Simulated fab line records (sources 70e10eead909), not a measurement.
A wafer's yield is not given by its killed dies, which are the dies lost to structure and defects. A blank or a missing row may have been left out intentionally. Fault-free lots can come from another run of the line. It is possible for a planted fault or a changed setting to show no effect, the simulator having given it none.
fab line records | flow nand-harc | part 2 of 2: steps 5 to 6 of 6
record: lots: 22 | wafers: 66 | last-day: 24
route steps=1159 shown A_STAIRCASE@530
lots with no fault: from the same line, run without faults
start-h: start of the lot's first displayed wafer, in hours after the record's first day | wait-h: time in hours since the lot's previous step | " the same as in the row above | L1.1+2: a single row standing in for several wafers | - no value, or no start was given | * or withheld: withheld | < > ~ a bound
route shown NAME@n: names a module that has steps shown in the file, with the first one's number in the route | usual: mean/standard deviation taken from wafers without a fault | same: alike in all rows | chamber/n: place in a boat | sites: readings site by site | _std_site: the values' standard deviation | _edge_site: mean of outer sites minus mean of inner sites | radius-mm: for every site, how far away it sits from the centre of the wafer | mask NAME#n: copy n | behind: the tool/chamber that last shaped the wafer | hold: why the lot was held/for how many hours/how that ended | device: names the non-switching transistor (n, p or np) | end of line: the tests these same wafers got at the end of their route | a step given without rows: its recipe and nothing more | killed: the dies lost at the first sort to structure and to defects; this is not the yield of the wafer | map: per-die view of a wafer (x killed, . not killed, _ where there is no die)
set.NAME: setting as actually run; set.NAME@STEP: the setting as run at that earlier step | model.NAME: the simulator's own value behind a step, which no gauge read
the route's steps for a sample of lots (tables are steps, rows are wafers)
services: when a tool's chamber went out of use (start-h, in hours from the record's first day, below 0 if earlier), for how many hours, and the reason
== steps ==
step: NHARC_A_STAIRCASE_STRIP_205
recipe: power-w: 1500 | temp-c: 250 | chemistry: O2
usual: drypump-motor-current-A: 6.0/0.41 | heater-power-w: 318/10
lot.wafer | tool            | chamber | start-h | wait-h | drypump-motor-current-A | heater-power-w | rf-hours-counter-h
L076.1    | plasma-asher-01 | 1       | 246.78  | 0.1    | 6.3                     | 328            | 49
L076.2    | "               | 0       | "       | "      | 5.5                     | 306            | 49
L076.5    | "               | 1       | "       | "      | 6.3                     | 322            | -
L075.2    | plasma-asher-01 | 1       | 247.98  | 0.1    | 6.3                     | 326            | 49
L075.3    | "               | 1       | "       | "      | 6.3                     | 326            | -
L075.6    | "               | 1       | "       | "      | 6.3                     | 320            | -
L078.2    | plasma-asher-02 | 1       | 254.24  | 0.2    | 5.7                     | 310            | 22
L078.5    | "               | 1       | "       | "      | 5.7                     | 307            | -
L078.6    | "               | 0       | "       | "      | 6.4                     | 318            | -
L077.4    | plasma-asher-01 | 0       | 254.39  | 0.2    | 5.5                     | 315            | -
L077.3    | "               | 1       | "       | "      | 6.3                     | 326            | -
L077.5    | "               | 0       | "       | "      | 5.5                     | 310            | -
L079.1    | plasma-asher-02 | 1       | 275.14  | 0.1    | 5.7                     | 303            | 27
L079.4    | "               | 0       | "       | "      | 6.4                     | 318            | -
L079.6    | "               | 0       | "       | "      | 6.4                     | 321            | -
L083.4    | plasma-asher-01 | 1       | 286.06  | 0.2    | 6.3                     | 317            | -
L083.3    | "               | 0       | "       | "      | 5.4                     | 324            | -
L083.6    | "               | 1       | "       | "      | 6.3                     | 318            | -
L082.4    | plasma-asher-02 | 1       | 287.58  | 0.2    | 5.7                     | 297            | -
L082.3    | "               | 0       | "       | "      | 6.4                     | 318            | -
L082.6    | "               | 1       | "       | "      | 5.7                     | 301            | -
L081.1    | plasma-asher-02 | 0       | 292.55  | 0.1    | 6.4                     | 318            | 35
L081.3    | "               | 0       | "       | "      | 6.4                     | 322            | -
L081.6    | "               | 1       | "       | "      | 5.7                     | 303            | -
L084.2    | plasma-asher-01 | 1       | 306.56  | 0.1    | 6.3                     | 316            | 6
L084.3    | "               | 1       | "       | "      | 6.3                     | 317            | -
L084.6    | "               | 0       | "       | "      | 5.5                     | 333            | -
L085.1    | plasma-asher-01 | 0       | 307.16  | 0.1    | 5.4                     | 330            | 6
L085.4    | "               | 0       | "       | "      | 5.4                     | 334            | -
L085.3    | "               | 1       | "       | "      | 6.3                     | 316            | -
L087.2    | plasma-asher-01 | 0       | 318.78  | 0.1    | 5.5                     | 328            | 9
L087.1    | "               | 1       | "       | "      | 6.3                     | 319            | 9
L087.3    | "               | 1       | "       | "      | 6.3                     | 316            | -
L086.2    | plasma-asher-02 | 1       | 319.12  | 0.1    | 5.7                     | 304            | 42
L086.4    | "               | 1       | "       | "      | 5.7                     | 308            | -
L086.5    | "               | 1       | "       | "      | 5.7                     | 301            | -
L089.1    | plasma-asher-01 | 1       | 332.75  | 0.1    | 6.3                     | 325            | 15
L089.4    | "               | 0       | "       | "      | 5.4                     | 321            | -
L089.5    | "               | 1       | "       | "      | 6.3                     | 304            | -
L088.2    | plasma-asher-02 | 0       | 333.55  | 0.1    | 6.4                     | 326            | 47
L088.6    | "               | 1       | "       | "      | 5.7                     | 301            | -
L088.5    | "               | 0       | "       | "      | 6.4                     | 336            | -
L091.1    | plasma-asher-01 | 0       | 336.63  | 0.1    | 5.5                     | 324            | 16
L091.3    | "               | 1       | "       | "      | 6.3                     | 326            | -
L091.5    | "               | 1       | "       | "      | 6.3                     | 316            | -
L092.2    | plasma-asher-01 | 0       | 338.23  | 0.1    | 5.4                     | 327            | 16
L092.1    | "               | 1       | "       | "      | 6.3                     | 320            | 16
L092.4    | "               | 0       | "       | "      | 5.4                     | 323            | -
L090.1    | plasma-asher-02 | 0       | 338.79  | 0.2    | 6.4                     | 330            | 49
L090.2    | "               | 1       | "       | "      | 5.7                     | 302            | 49
L090.4    | "               | 0       | "       | "      | 6.4                     | 328            | -
L093.1    | plasma-asher-01 | 0       | 346.26  | 0.1    | 5.4                     | 326            | 20
L093.2    | "               | 1       | "       | "      | 6.3                     | 320            | 20
L093.3    | "               | 1       | "       | "      | 6.3                     | 314            | -
L094.1    | plasma-asher-01 | 1       | 360.29  | 0.1    | 6.3                     | 327            | 25
L094.3    | "               | 0       | "       | "      | 5.4                     | 334            | -
L094.5    | "               | 0       | "       | "      | 5.4                     | 332            | -
L096.1    | plasma-asher-02 | 1       | 369.68  | 0.2    | 5.7                     | 293            | 0
L096.4    | "               | 1       | "       | "      | 5.7                     | 310            | -
L096.5    | "               | 0       | "       | "      | 6.4                     | 327            | -
L097.2    | plasma-asher-02 | 1       | 370.37  | 0.1    | 5.7                     | 304            | 1
L097.1    | "               | 0       | "       | "      | 6.4                     | 320            | 1
L097.3    | "               | 1       | "       | "      | 5.7                     | 303            | -
L095.2    | plasma-asher-02 | 1       | 371.71  | 0.1    | 5.7                     | 304            | 1
L095.4    | "               | 0       | "       | "      | 6.4                     | 330            | -
L095.5    | "               | 1       | "       | "      | 5.7                     | 307            | -
step: NHARC_A_STAIRCASE_TRIM_224
recipe: time-s: 211.2 | o2-flow-sccm: 500 | ar-flow-sccm: 0 | bias-w: 0 | chemistry: O2
usual: drypump-motor-current-A: 5.7/0.4 | oes-product-au: 1.001/0.0077 | rf-vpp-V: 57.8/0.89 | showerhead-plenum-p-Torr: 3.59/0.14 | throttle-valve-pct: 17.037/0.009
lot.wafer | tool        | chamber | start-h | wait-h | drypump-motor-current-A | oes-product-au | rf-hours-counter-h | rf-vpp-V | showerhead-plenum-p-Torr | throttle-valve-pct
L076.1    | rie-diel-11 | 3       | -       | -      | 5.8                     | 1.001          | 20                 | 57.5     | 3.36                     | 17.028
L076.2    | "           | 1       | "       | "      | 6.4                     | 1.007          | 21                 | 57.3     | 3.60                     | 17.034
L076.5    | "           | 2       | "       | "      | 5.5                     | 1.014          | -                  | 58.4     | 3.80                     | 17.045
L075.3    | rie-diel-11 | 0       | -       | -      | 5.5                     | 0.998          | 22                 | 58.0     | 3.70                     | 17.042
L075.2    | "           | 1       | "       | "      | 6.4                     | 0.993          | 22                 | 57.5     | 3.60                     | 17.037
L075.6    | "           | 3       | "       | "      | 5.7                     | 1.005          | -                  | 55.8     | 3.36                     | 17.032
L078.2    | rie-diel-06 | 2       | -       | -      | 5.3                     | 0.991          | 3                  | 58.1     | 3.49                     | 17.043
L078.5    | "           | 0       | "       | "      | 6.3                     | 0.994          | -                  | 58.5     | 3.47                     | 17.037
L078.6    | "           | 1       | "       | "      | 5.5                     | 1.006          | -                  | 58.3     | 3.72                     | 17.042
L077.4    | rie-diel-06 | 1       | -       | -      | 5.4                     | 1.009          | 3                  | 58.6     | 3.72                     | 17.060
L077.3    | "           | 0       | "       | "      | 6.3                     | 0.997          | 2                  | 58.9     | 3.47                     | 17.018
L077.5    | "           | 2       | "       | "      | 5.3                     | 0.999          | -                  | 58.3     | 3.49                     | 17.025
L079.4    | rie-diel-11 | 2       | -       | -      | 5.5                     | 1.011          | 31                 | 57.8     | 3.79                     | 17.031
L079.1    | "           | 3       | "       | "      | 5.8                     | 1.008          | 31                 | 56.8     | 3.35                     | 17.044
L079.6    | "           | 1       | "       | "      | 6.4                     | 1.005          | -                  | 58.7     | 3.59                     | 17.048
L083.3    | rie-diel-06 | 0       | -       | -      | 6.3                     | 1.000          | 15                 | 57.6     | 3.46                     | 17.045
L083.4    | "           | 2       | "       | "      | 5.3                     | 0.998          | 14                 | 58.6     | 3.49                     | 17.036
L083.6    | "           | 0       | "       | "      | 6.3                     | 0.987          | -                  | 56.3     | 3.46                     | 17.045
L082.3    | rie-diel-11 | 3       | -       | -      | 5.7                     | 0.988          | 35                 | 56.5     | 3.35                     | 17.035
L082.4    | "           | 0       | "       | "      | 5.5                     | 1.006          | 35                 | 59.5     | 3.69                     | 17.040
L082.6    | "           | 3       | "       | "      | 5.8                     | 0.983          | -                  | 56.4     | 3.35                     | 17.041
L081.1    | rie-diel-06 | 3       | -       | -      | 5.4                     | 0.990          | 16                 | 59.6     | 3.69                     | 17.030
L081.3    | "           | 0       | "       | "      | 6.3                     | 1.000          | 17                 | 58.9     | 3.46                     | 17.035
L081.6    | "           | 2       | "       | "      | 5.3                     | 0.999          | -                  | 57.2     | 3.49                     | 17.053
L084.3    | rie-diel-06 | 2       | -       | -      | 5.3                     | 1.003          | 25                 | 57.4     | 3.48                     | 17.032
L084.2    | "           | 3       | "       | "      | 5.4                     | 1.006          | 23                 | 59.2     | 3.68                     | 17.043
L084.6    | "           | 2       | "       | "      | 5.3                     | 1.017          | -                  | 58.8     | 3.48                     | 17.045
L085.3    | rie-diel-06 | 1       | -       | -      | 5.5                     | 1.009          | 26                 | 57.1     | 3.71                     | 17.034
L085.4    | "           | 2       | "       | "      | 5.3                     | 0.997          | 25                 | 57.8     | 3.48                     | 17.053
L085.1    | "           | 3       | "       | "      | 5.4                     | 0.996          | 23                 | 58.8     | 3.68                     | 17.030
L087.2    | rie-diel-06 | 2       | -       | -      | 5.3                     | 0.991          | 30                 | 57.7     | 3.48                     | 17.043
L087.1    | "           | 3       | "       | "      | 5.4                     | 0.992          | 28                 | 56.4     | 3.68                     | 17.045
L087.3    | "           | 0       | "       | "      | 6.3                     | 0.997          | 33                 | 57.6     | 3.45                     | 17.027
L086.4    | rie-diel-06 | 3       | -       | -      | 5.4                     | 0.989          | 29                 | 59.9     | 3.68                     | 17.034
L086.2    | "           | 1       | "       | "      | 5.4                     | 1.005          | 33                 | 57.8     | 3.71                     | 17.041
L086.5    | "           | 2       | "       | "      | 5.3                     | 1.004          | -                  | 57.9     | 3.48                     | 17.043
L089.4    | rie-diel-11 | 0       | -       | -      | 5.5                     | 1.006          | 54                 | 57.2     | 3.68                     | 17.040
L089.1    | "           | 1       | "       | "      | 6.4                     | 0.997          | 53                 | 58.7     | 3.58                     | 17.026
L089.5    | "           | 0       | "       | "      | 5.5                     | 0.992          | -                  | 56.2     | 3.68                     | 17.040
L088.2    | rie-diel-01 | 0       | -       | -      | 6.4                     | 1.010          | 0                  | 58.2     | 3.64                     | 17.026
L088.5    | "           | 0       | "       | "      | 6.4                     | 1.000          | -                  | 59.2     | 3.64                     | 17.042
L088.6    | "           | 1       | "       | "      | 6.0                     | 1.000          | -                  | 58.5     | 3.81                     | 17.049
L091.3    | rie-diel-06 | 3       | -       | -      | 5.4                     | 1.009          | 36                 | 58.7     | 3.68                     | 17.040
L091.1    | "           | 1       | "       | "      | 5.5                     | 1.007          | 41                 | 58.2     | 3.70                     | 17.039
L091.5    | "           | 2       | "       | "      | 5.2                     | 1.007          | -                  | 58.3     | 3.47                     | 17.032
L092.2    | rie-diel-06 | 1       | -       | -      | 5.4                     | 1.003          | 42                 | 58.8     | 3.70                     | 17.056
L092.4    | "           | 3       | "       | "      | 5.4                     | 0.997          | 37                 | 58.0     | 3.68                     | 17.054
L092.1    | "           | 0       | "       | "      | 6.3                     | 0.992          | 42                 | 57.1     | 3.44                     | 17.030
L090.4    | rie-diel-01 | 0       | -       | -      | 6.4                     | 1.004          | 3                  | 58.9     | 3.64                     | 17.037
L090.2    | "           | 1       | "       | "      | 5.9                     | 0.998          | 7                  | 59.2     | 3.80                     | 17.030
L090.1    | "           | 3       | "       | "      | 5.8                     | 1.003          | 7                  | 57.7     | 3.49                     | 17.031
L093.1    | rie-diel-06 | 3       | -       | -      | 5.4                     | 1.000          | 39                 | 59.1     | 3.68                     | 17.035
L093.2    | "           | 1       | "       | "      | 5.4                     | 0.994          | 44                 | 57.9     | 3.70                     | 17.027
L093.3    | "           | 2       | "       | "      | 5.3                     | 0.996          | 41                 | 56.2     | 3.47                     | 17.031
L094.1    | rie-diel-06 | 3       | -       | -      | 5.4                     | 1.002          | 44                 | 56.7     | 3.67                     | 17.057
L094.3    | "           | 0       | "       | "      | 6.3                     | 0.992          | 50                 | 58.3     | 3.44                     | 17.053
L094.5    | "           | 3       | "       | "      | 5.4                     | 1.002          | -                  | 58.0     | 3.67                     | 17.037
L096.1    | rie-diel-01 | 3       | -       | -      | 5.8                     | 1.008          | 18                 | 57.1     | 3.48                     | 17.048
L096.4    | "           | 0       | "       | "      | 6.4                     | 1.010          | 13                 | 57.7     | 3.64                     | 17.034
L096.5    | "           | 2       | "       | "      | 5.7                     | 1.017          | -                  | 57.2     | 3.39                     | 17.038
L097.2    | rie-diel-06 | 3       | -       | -      | 5.4                     | 1.003          | 49                 | 58.8     | 3.67                     | 17.040
L097.3    | "           | 1       | "       | "      | 5.5                     | 0.999          | 53                 | 60.0     | 3.70                     | 17.048
L097.1    | "           | 2       | "       | "      | 5.3                     | 1.006          | 52                 | 58.9     | 3.47                     | 17.047
L095.4    | rie-diel-01 | 0       | -       | -      | 6.4                     | 1.014          | 13                 | 57.1     | 3.64                     | 17.037
L095.2    | "           | 1       | "       | "      | 5.9                     | 1.003          | 18                 | 57.9     | 3.80                     | 17.034
L095.5    | "           | 1       | "       | "      | 5.9                     | 1.010          | -                  | 57.2     | 3.80                     | 17.026
== services ==
tool            | chamber | start-h | hours | kind
rie-diel-06     | 0       | 221.72  | -     | clean
rie-diel-06     | 1       | 221.72  | -     | clean
rie-diel-06     | 2       | 221.72  | -     | clean
rie-diel-06     | 3       | 221.72  | -     | clean
rie-diel-01     | 3       | 229.49  | 2.7   | repair
rie-diel-06     | 0       | 233.51  | 3.0   | repair
rie-diel-06     | -       | 241.20  | 9.0   | pm
rie-diel-06     | 0       | 241.20  | 9.0   | vent-cycle
rie-diel-06     | 1       | 241.20  | 9.0   | vent-cycle
rie-diel-06     | 2       | 241.20  | 9.0   | vent-cycle
rie-diel-06     | 3       | 241.20  | 9.0   | vent-cycle
rie-diel-01     | 3       | 246.64  | 8.8   | repair
rie-diel-06     | 0       | 250.20  | -     | clean
rie-diel-06     | 1       | 250.20  | -     | clean
rie-diel-06     | 2       | 250.20  | -     | clean
rie-diel-06     | 3       | 250.20  | -     | clean
rie-diel-06     | 1       | 271.27  | 7.5   | repair
plasma-asher-01 | -       | 276.04  | 9.0   | pm
rie-diel-11     | 1       | 295.55  | 5.4   | repair
rie-diel-01     | 0       | 310.45  | 24.0  | repair
rie-diel-01     | -       | 314.83  | 9.0   | pm
plasma-asher-02 | -       | 349.83  | 0.3   | repair
plasma-asher-02 | -       | 360.63  | 9.0   | pm
rie-diel-11     | -       | 366.50  | 9.0   | pm
